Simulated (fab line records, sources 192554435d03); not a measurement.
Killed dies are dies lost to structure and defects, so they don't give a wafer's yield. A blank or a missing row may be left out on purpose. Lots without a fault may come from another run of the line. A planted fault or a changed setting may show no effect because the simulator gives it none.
Chamber matching | flow n5_finfet | N5_STI_FIN_REVEAL_ALD_14 on ald_sin-04: 4 sister chambers
The step deposits Si3N4, target thk 3 nm. 14 wafers are shown with their chamber, then 7 later ones without.

WAFERS WITH THEIR CHAMBER
wafer  | chamber | heater_power_w (W) | chamber_pressure_Torr (Torr)
L078.1 | 3       | 808                | 1.993
L078.5 | 1       | 822                | 2.002
L078.6 | 2       | 873                | 1.996
L084.1 | 2       | 875                | 1.999
L084.3 | 3       | 818                | 2.005
L084.6 | 3       | 802                | 2.001
L088.1 | 2       | 868                | 2.000
L088.4 | 1       | 819                | 2.001
L088.5 | 3       | 821                | 1.996
L089.2 | 1       | 819                | 2.003
L089.5 | 0       | 845                | 1.995
L089.6 | 1       | 833                | 2.000
L090.2 | 0       | 801                | 1.996
L090.3 | 1       | 838                | 2.001

SIGNATURES (means of the wafers above)
reading               | chamber 0 | chamber 1 | chamber 2 | chamber 3 | scatter within a chamber
heater_power_w        | 823.00    | 826.20    | 872.00    | 812.25    | 12.4
chamber_pressure_Torr | 1.99550   | 2.00140   | 1.99833   | 1.99875   | 0.00315
Rule: a wafer's distance from a chamber is the root of the sum, over the readings, of the square of ((its reading less the chamber's mean) divided by the reading's scatter). The wafer belongs to the nearest chamber; if the next one is less than 2 further off, it can't be placed. The scatter: the root of (the sum of the squares of (reading less its chamber's mean) over the shown wafers, divided by (wafers less chambers)).

WAFERS WITHOUT THEIR CHAMBER
wafer  | heater_power_w (W) | chamber_pressure_Torr (Torr)
L090.5 | 816                | 1.999
L096.1 | 833                | 2.001
L096.5 | 818                | 2.001
L096.6 | 874                | 2.003
L097.2 | 828                | 1.998
L097.5 | 793                | 1.999
L097.6 | 794                | 2.001

WHICH CHAMBER EACH WENT THROUGH
wafer  | from the rows above          | in truth
L090.5 | can't be placed: 3 or 1 or 0 | 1
L096.1 | can't be placed: 1 or 3 or 0 | 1
L096.5 | can't be placed: 1 or 3 or 0 | 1
L096.6 | 2                            | 2
L097.2 | can't be placed: 0 or 1 or 3 | 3
L097.5 | can't be placed: 3 or 0 or 1 | 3
L097.6 | can't be placed: 3 or 1 or 0 | 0
Placed correctly: 1 of 7. Can't be placed from these rows: 6 (the true chamber is among the candidates in 6). Placed wrongly: 0.
